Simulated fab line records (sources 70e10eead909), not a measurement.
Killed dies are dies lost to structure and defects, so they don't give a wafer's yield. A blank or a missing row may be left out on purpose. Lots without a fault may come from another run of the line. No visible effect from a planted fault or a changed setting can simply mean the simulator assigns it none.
Matching of chambers :: flow nand-harc :: NHARC_P_BONDPAD_STRIP_15 on rie-diel-03 has 4 sister chambers
The step strips in O2. 14 wafers are shown with their chamber, then 7 later ones without.

EACH WAFER AND ITS CHAMBER
wafer: L867.1
chamber: 3
showerhead-plenum-p-Torr (Torr): 3.31
drypump-motor-current-A (A): 5.6
oes-product-au (a.u.): 1.002

wafer: L867.5
chamber: 3
showerhead-plenum-p-Torr (Torr): 3.31
drypump-motor-current-A (A): 5.5
oes-product-au (a.u.): 1.009

wafer: L867.6
chamber: 0
showerhead-plenum-p-Torr (Torr): 3.65
drypump-motor-current-A (A): 4.9
oes-product-au (a.u.): 0.998

wafer: L871.1
chamber: 3
showerhead-plenum-p-Torr (Torr): 3.31
drypump-motor-current-A (A): 5.6
oes-product-au (a.u.): 0.993

wafer: L871.2
chamber: 1
showerhead-plenum-p-Torr (Torr): 3.55
drypump-motor-current-A (A): 4.6
oes-product-au (a.u.): 0.999

wafer: L871.6
chamber: 3
showerhead-plenum-p-Torr (Torr): 3.31
drypump-motor-current-A (A): 5.6
oes-product-au (a.u.): 1.004

wafer: L875.1
chamber: 1
showerhead-plenum-p-Torr (Torr): 3.55
drypump-motor-current-A (A): 4.6
oes-product-au (a.u.): 1.000

wafer: L875.3
chamber: 3
showerhead-plenum-p-Torr (Torr): 3.31
drypump-motor-current-A (A): 5.6
oes-product-au (a.u.): 1.000

wafer: L875.6
chamber: 2
showerhead-plenum-p-Torr (Torr): 3.30
drypump-motor-current-A (A): 5.8
oes-product-au (a.u.): 1.010

wafer: L886.1
chamber: 1
showerhead-plenum-p-Torr (Torr): 3.54
drypump-motor-current-A (A): 4.6
oes-product-au (a.u.): 1.006

wafer: L886.2
chamber: 2
showerhead-plenum-p-Torr (Torr): 3.30
drypump-motor-current-A (A): 5.8
oes-product-au (a.u.): 1.004

wafer: L886.4
chamber: 3
showerhead-plenum-p-Torr (Torr): 3.30
drypump-motor-current-A (A): 5.6
oes-product-au (a.u.): 1.002

wafer: L888.1
chamber: 0
showerhead-plenum-p-Torr (Torr): 3.64
drypump-motor-current-A (A): 4.9
oes-product-au (a.u.): 1.003

wafer: L888.5
chamber: 1
showerhead-plenum-p-Torr (Torr): 3.54
drypump-motor-current-A (A): 4.7
oes-product-au (a.u.): 0.995

SIGNATURES, as means of the wafers listed above
reading: showerhead-plenum-p-Torr
chamber 0: 3.6450
chamber 1: 3.5450
chamber 2: 3.3000
chamber 3: 3.3083
scatter within a chamber: 0.00483

reading: drypump-motor-current-A
chamber 0: 4.900
chamber 1: 4.625
chamber 2: 5.800
chamber 3: 5.583
scatter within a chamber: 0.0398

reading: oes-product-au
chamber 0: 1.00050
chamber 1: 1.00000
chamber 2: 1.00700
chamber 3: 1.00167
scatter within a chamber: 0.00479
Rule: for a wafer and a chamber, the distance is found by dividing, reading by reading, the gap between the wafer's reading and the chamber's mean by the reading's scatter, squaring, summing and taking the root. If the next closest chamber is less than 2 further off than the closest, the wafer can't be placed; otherwise it belongs to the closest. The scatter is the square root of a quotient: the sum, over the shown wafers, of each reading's squared deviation from its chamber's mean, divided by wafers minus chambers.

WAFERS WITH NO CHAMBER GIVEN
wafer: L888.6
showerhead-plenum-p-Torr (Torr): 3.30
drypump-motor-current-A (A): 5.8
oes-product-au (a.u.): 0.997

wafer: L885.1
showerhead-plenum-p-Torr (Torr): 3.54
drypump-motor-current-A (A): 4.7
oes-product-au (a.u.): 1.001

wafer: L885.5
showerhead-plenum-p-Torr (Torr): 3.64
drypump-motor-current-A (A): 4.8
oes-product-au (a.u.): 1.004

wafer: L885.6
showerhead-plenum-p-Torr (Torr): 3.54
drypump-motor-current-A (A): 4.7
oes-product-au (a.u.): 1.006

wafer: L889.3
showerhead-plenum-p-Torr (Torr): 3.54
drypump-motor-current-A (A): 4.6
oes-product-au (a.u.): 0.996

wafer: L889.4
showerhead-plenum-p-Torr (Torr): 3.30
drypump-motor-current-A (A): 5.6
oes-product-au (a.u.): 1.006

wafer: L889.6
showerhead-plenum-p-Torr (Torr): 3.54
drypump-motor-current-A (A): 4.7
oes-product-au (a.u.): 0.993

WHICH CHAMBER EACH ONE RAN IN
wafer: L888.6
from the rows above: 2
in truth: 2

wafer: L885.1
from the rows above: 1
in truth: 1

wafer: L885.5
from the rows above: 0
in truth: 0

wafer: L885.6
from the rows above: 1
in truth: 1

wafer: L889.3
from the rows above: 1
in truth: 1

wafer: L889.4
from the rows above: 3
in truth: 3

wafer: L889.6
from the rows above: 1
in truth: 1
Correctly placed: 7 of 7. Left unplaced by these rows: 0. Wrongly placed: 0.
